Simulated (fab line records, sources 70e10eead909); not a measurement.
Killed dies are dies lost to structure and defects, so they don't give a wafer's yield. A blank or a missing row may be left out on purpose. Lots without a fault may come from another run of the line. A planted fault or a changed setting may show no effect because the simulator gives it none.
fab line records | flow nand_harc | part 2 of 2: steps 22 to 31 of 31
record lots=5 wafers=15 last_day=33
route steps=1302 shown A_BONDPAD@1213 HYBRID_BOND@1237 THIN_TSV@1244
lots that met no fault: from a run of the same line without faults
start_h: hours from the record's first day to the start of the lot's first wafer shown | wait_h: hours since the lot's step before | " the same as in the row above | L1.1+2: a row that stands for several wafers | - no value, or no start given | * or withheld: withheld | < > ~ a bound
route shown NAME@n: a module of which the file shows steps, and the number in the route of the first | usual: mean/standard deviation of fault-free wafers | same: alike in all rows | chamber/n: place in a boat | sites: the reading at each site | _std_site: their standard deviation | _edge_site: outer sites' mean less inner sites' | radius_mm: how far each site lies from the wafer's centre | mask NAME#n: copy n | behind: the tool/chamber that last shaped the wafer | hold: why the lot was held/for how many hours/how that ended | device: the transistor (n, p or np) that didn't switch | end of line: the same wafers' tests at the end of the route | a step without rows: its recipe alone | killed: dies lost to structure and defects at the first sort, not the wafer's yield | map: a wafer's dies, x killed, . not, _ none there
set.NAME: the setting as run; set.NAME@STEP: as run at that earlier step | model.NAME: the simulator's own value behind a step, which no gauge read
lots at some steps of the route; a table a step, a row a wafer
services: from which hour (start_h, from the record's first day; less than 0 if before it) a tool's chamber was out of use, for how many hours, and why
## steps
# step NHARC_A_BONDPAD_INSPECT_23
# usual raw_defect_count=564/160
# columns lot.wafer tool chamber start_h wait_h raw_defect_count
L077.4 defect_inspect-02 - 552.93 0.0 447
L077.5 " - " " 517
L077.6 " - " " 616
L078.1 defect_inspect-02 - 572.49 0.0 496
L078.2 " - " " 599
L078.3 " - " " 465
L079.2 defect_inspect-02 - 590.67 0.0 511
L079.3 " - " " 637
L079.5 " - " " 457
L088.2 defect_inspect-01 - 685.12 0.0 426
L088.5 " - " " 548
L088.6 " - " " 478
L095.1 defect_inspect-01 - 748.75 0.0 501
L095.3 " - " " 462
L095.5 " - " " 634
# step NHARC_HYBRID_BOND_ACTIVATE_00
# recipe time_s=60 n2_flow_sccm=200 ar_flow_sccm=0 bias_power_w=0 chemistry=N2
# usual drypump_motor_current_A=5.6/0.39 n2_flow_sccm=200.1/0.52 oes_product_au=0.998/0.0097 rf_vpp_V=64.1/0.93 showerhead_plenum_p_Torr=1.77/0.069
# columns lot.wafer tool chamber start_h wait_h drypump_motor_current_A n2_flow_sccm oes_product_au rf_hours_counter_h rf_vpp_V showerhead_plenum_p_Torr
L077.4 rie_diel-06 2 553.02 0.1 5.1 199.7 1.001 4 64.5 1.88
L077.6 " 3 " " 6.0 199.9 1.003 - 64.0 1.74
L077.5 " 0 " " 5.3 199.9 1.011 - 62.7 1.72
L078.2 rie_diel-06 3 572.55 0.1 6.0 200.4 0.990 5 64.3 1.74
L078.1 " 1 " " 5.7 200.5 0.995 4 62.7 1.82
L078.3 " 2 " " 5.1 200.1 1.000 5 64.9 1.88
L079.3 rie_diel-13 2 590.75 0.1 5.0 199.7 1.009 24 63.1 1.74
L079.2 " 0 " " 5.6 200.7 0.986 22 63.4 1.83
L079.5 " 0 " " 5.6 200.8 0.984 - 63.4 1.83
L088.2 rie_diel-06 0 685.22 0.1 5.3 199.9 1.003 1 63.8 1.71
L088.5 " 1 " " 5.7 200.6 0.985 - 64.1 1.81
L088.6 " 2 " " 5.1 200.1 0.994 - 63.2 1.88
L095.1 rie_diel-06 0 748.82 0.1 5.2 200.1 1.005 6 63.2 1.71
L095.3 " 2 " " 5.1 200.7 1.002 5 65.0 1.88
L095.5 " 0 " " 5.3 199.7 1.005 - 65.6 1.71
# step NHARC_HYBRID_BOND_PRECLEAN_01
# recipe time_s=300 temp_c=23 chemistry=DIW
# columns lot.wafer tool chamber start_h wait_h
L077.6+5+4 wet_bench-10 0,2,3 553.16 0.1
L078.2+1+3 wet_bench-08 4,7,0 572.70 0.1
L079.5+2+3 wet_bench-08 7,1,3 590.92 0.1
L088.5+6+2 wet_bench-10 5,7,1 685.34 0.1
L095.5+1+3 wet_bench-10 5,6,7 748.99 0.1
# step NHARC_HYBRID_BOND_SRD_02
# recipe time_s=30 temp_c=23 dry_time_s=20 spin_rpm=1500
# usual co2_resistivity_mohm_cm=0.2000/0.0022
# same dry_time_s=20
# columns lot.wafer tool chamber start_h wait_h co2_resistivity_mohm_cm
L077.6 wet_bench-10 0 - - 0.2045
L077.5 " 2 " " 0.2004
L077.4 " 3 " " 0.1996
L078.2 wet_bench-08 4 - - 0.2002
L078.1 " 7 " " 0.1999
L078.3 " 0 " " 0.1994
L079.5 wet_bench-08 7 - - 0.1994
L079.2 " 1 " " 0.1979
L079.3 " 3 " " 0.1995
L088.5 wet_bench-10 5 - - 0.2008
L088.6 " 7 " " 0.1990
L088.2 " 1 " " 0.2029
L095.5 wet_bench-10 5 - - 0.1977
L095.1 " 6 " " 0.1993
L095.3 " 7 " " 0.1967
# step NHARC_HYBRID_BOND_BOND_03
# recipe temp_c=25
# columns lot.wafer tool chamber start_h wait_h
L077.4+5+6 wafer_bonder-01 0 553.83 -
L078.1+2+3 wafer_bonder-01 0 572.95 -
L079.2+3+5 wafer_bonder-01 0 591.31 -
L088.2+5+6 wafer_bonder-01 0 685.76 -
L095.1+3+5 wafer_bonder-01 0 749.21 -
# step NHARC_HYBRID_BOND_ANNEAL_04
# recipe temp_c=300 time_s=7200 ramp_up_c_per_min=5 ramp_down_c_per_min=3 idle_temp_c=100 pressure_atm=1
# usual pressure_atm=1.0000/0.0019 zone_power_upper_pct=2.752/0.026
# columns lot.wafer tool chamber start_h wait_h pressure_atm zone_power_upper_pct
L077.4 furnace-04 0 556.24 2.3 1.0014 2.764
L077.5 " 0 " " 0.9985 2.740
L077.6 " 0 " " 0.9965 2.787
L078.1 furnace-07 0 577.23 4.1 0.9974 2.757
L078.2 " 0 " " 0.9961 2.721
L078.3 " 0 " " 0.9982 2.710
L079.2 furnace-07 0 595.44 4.0 0.9978 2.760
L079.3 " 0 " " 0.9993 2.765
L079.5 " 0 " " 0.9990 2.759
L088.2 furnace-07 0 688.57 2.7 1.0002 2.774
L088.5 " 0 " " 1.0005 2.742
L088.6 " 0 " " 1.0007 2.719
L095.1 furnace-04 0 753.28 3.9 1.0008 2.773
L095.3 " 0 " " 1.0000 2.703
L095.5 " 0 " " 1.0000 2.743
# step NHARC_HYBRID_BOND_OVL_MEAS_05
# usual overlay_x_nm=5/32 overlay_y_nm=0/34
# columns lot.wafer tool chamber start_h wait_h overlay_x_nm overlay_y_nm
L077.4 overlay-02 - 560.94 0.4 -6 -2
L077.5 " - " " 71 22
L077.6 " - " " 27 61
L078.1 overlay-02 - 581.94 0.4 63 18
L078.2 " - " " -10 -59
L078.3 " - " " 25 11
L079.2 overlay-01 - 600.22 0.4 43 -2
L079.3 " - " " -35 22
L079.5 " - " " -19 17
L088.2 overlay-02 - 693.38 0.4 -31 58
L088.5 " - " " -2 15
L088.6 " - " " 7 -54
L095.1 overlay-02 - 758.02 0.4 9 -89
L095.3 " - " " 17 -11
L095.5 " - " " -10 -33
# step NHARC_HYBRID_BOND_INSPECT_06
# recipe inspect_instrument=ir_void
# usual raw_defect_count=87/32
# columns lot.wafer tool chamber start_h wait_h raw_defect_count
L077.4 defect_inspect-02 - 560.99 0.1 66
L077.5 " - " " 74
L077.6 " - " " 95
L078.1 defect_inspect-02 - 581.99 0.0 77
L078.2 " - " " 69
L078.3 " - " " 73
L079.2 defect_inspect-01 - 600.27 0.1 62
L079.3 " - " " 78
L079.5 " - " " 56
L088.2 defect_inspect-01 - 693.44 0.1 82
L088.5 " - " " 93
L088.6 " - " " 71
L095.1 defect_inspect-01 - 758.07 0.0 32
L095.3 " - " " 43
L095.5 " - " " 33
# step NHARC_THIN_TSV_GRIND_00
# recipe target_thk_um=6
# usual motor_current_A=11.996/0.022
# columns lot.wafer tool chamber start_h wait_h motor_current_A
L077.4 grinder-01 0 561.73 0.7 11.969
L077.5 " 0 " " 12.043
L077.6 " 0 " " 11.968
L078.1 grinder-01 0 582.14 0.1 12.007
L078.2 " 0 " " 11.974
L078.3 " 0 " " 11.979
L079.2 grinder-01 0 600.62 0.3 12.000
L079.3 " 0 " " 11.930
L079.5 " 0 " " 12.017
L088.2 grinder-01 0 694.98 1.5 12.021
L088.5 " 0 " " 12.019
L088.6 " 0 " " 12.015
L095.1 grinder-01 0 758.22 0.1 11.983
L095.3 " 0 " " 12.001
L095.5 " 0 " " 11.988
# step NHARC_THIN_TSV_CMP_01
# recipe target_thk_um=3
# usual motor_current_A=11.4/0.96 pad_life_wafers=154/110
# columns lot.wafer tool chamber start_h wait_h motor_current_A pad_life_wafers
L077.4 cmp-03 1 562.39 0.5 11.6 7
L077.5 " 0 " " 12.3 -
L077.6 " 1 " " 12.6 -
L078.1 cmp-03 1 583.39 1.0 12.2 91
L078.2 " 2 " " 12.0 92
L078.3 " 3 " " 11.7 93
L079.2 cmp-03 0 601.66 0.8 12.4 199
L079.3 " 1 " " 11.9 200
L079.5 " 3 " " 12.2 -
L088.2 cmp-01 0 696.03 0.9 11.6 49
L088.5 " 3 " " 10.4 -
L088.6 " 0 " " 11.9 -
L095.1 cmp-04 1 759.44 1.0 11.9 228
L095.3 " 2 " " 11.6 229
L095.5 " 2 " " 10.7 -
## services
# columns tool chamber start_h hours kind
rie_diel-04 - 531.90 9.0 pm
ecd_cu-01 - 532.20 2.8 repair
grinder-01 - 545.99 0.7 repair
rie_diel-04 1 549.89 2.9 repair
rie_diel-06 1 555.09 6.1 repair
pvd_sputter-03 - 558.89 0.7 repair
litho_track-02 - 577.00 7.0 pm
pvd_sputter-01 - 582.87 10.0 pm
litho_track-07 - 601.00 7.0 pm
pvd_sputter-03 - 612.77 0.6 repair
wet_bench-08 - 646.40 8.0 pm
rie_diel-04 - 650.52 1.1 repair
pvd_sputter-03 - 660.43 8.5 repair
wet_bench-10 - 663.20 8.0 pm
grinder-01 - 666.38 0.6 repair
grinder-01 - 671.46 0.8 repair
grinder-01 - 677.88 0.9 repair
rie_diel-04 1 679.19 10.4 repair
pvd_sputter-03 - 704.00 10.0 pm
rie_diel-04 - 708.90 9.0 pm
grinder-01 - 717.98 1.9 repair
grinder-01 - 736.00 8.0 pm
wafer_bonder-01 - 736.00 8.0 pm
litho_track-02 - 752.00 7.0 pm
